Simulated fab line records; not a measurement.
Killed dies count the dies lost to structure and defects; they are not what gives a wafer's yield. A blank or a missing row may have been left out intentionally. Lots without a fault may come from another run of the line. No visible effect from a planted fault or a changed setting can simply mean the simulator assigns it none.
Which tool was responsible? -- flow nandHarc -- 18 wafers from 6 lots sampled at 5 of the route's 1302 steps

## WHAT THE GAUGES READ, wafer by wafer
NHARC_END_SORT_01.
lot,measured,on,killedAtArray
L261,day 31 05:11,prober-02,111 147 138

## EACH LOT AND THE TOOL THAT RAN IT (in order: tool; ch and the chambers of the sampled wafers; start)
lot,NHARC_A_SLIT_DEP_25,NHARC_THIN_TSV_DESCUM_14,NHARC_THIN_TSV_DEGAS_49,NHARC_THIN_TSV_ETCH_59
L247,"pecvd-02 ch 0,1,2, day 19 23:43","rieDiel-08 ch 1,2,3, day 24 10:17","pvdSputter-02, day 24 12:56","rieMetal-01 ch 0,1, day 24 16:13"
L248,"pecvd-02 ch 0,1,2, day 20 00:00","rieDiel-02 ch 0,1, day 24 07:46","pvdSputter-01, day 24 10:25","rieMetal-01 ch 0,1, day 24 13:50"
L251,"pecvd-04 ch 0,1,2, day 21 20:28","rieDiel-02 ch 1,2, day 26 06:23","pvdSputter-01, day 26 09:01","rieMetal-01 ch 0, day 26 12:20"
L261,"pecvd-03 ch 0,1,2, day 25 23:23","rieDiel-03 ch 1,2,3, day 30 07:28","pvdSputter-02, day 30 10:05","rieMetal-01 ch 0,1, day 30 19:37"
L266,"pecvd-02 ch 0,1,2, day 28 07:09","rieDiel-02 ch 0,1,2, day 32 13:23","pvdSputter-03, day 32 15:59","rieMetal-03 ch 0,1, day 32 19:30"
L267,"pecvd-04 ch 1,2, day 29 13:37","rieDiel-08 ch 0,2, day 34 03:45","pvdSputter-02, day 34 06:22","rieMetal-01 ch 0,1, day 34 09:49"
- NHARC_A_SLIT_DEP_25: deposits SiO2, target thk 200 nm.
- NHARC_THIN_TSV_DESCUM_14: chemistry O2, time 3 s.
- NHARC_THIN_TSV_DEGAS_49: time 120 s.
- NHARC_THIN_TSV_ETCH_59: etches the open film in Cl2/BCl3, target depth 880 nm, time 138.1 s.

## THE ANSWER, worked out from the rows above alone
Rule: usual is defined by the lots themselves. Put in order of their means at a reading, lots are off if they are a third of the lots or fewer, leave a main group of 4 or more, and stand apart from it by a gap of 3 or more times the standard deviation of the main group's means; of several such gaps the widest counts. The tables above print the reading to a certain number of digits; a main group whose means all agree to those digits is not used. A lot without any number at a reading at which 4 lots or more have one is off too. Where the step has rows for the other lots, those lots are counted as sound.
Across all readings shown, no lot is off: no conclusion can be drawn from this.

## WHAT WAS PUT IN BY THE SIMULATOR
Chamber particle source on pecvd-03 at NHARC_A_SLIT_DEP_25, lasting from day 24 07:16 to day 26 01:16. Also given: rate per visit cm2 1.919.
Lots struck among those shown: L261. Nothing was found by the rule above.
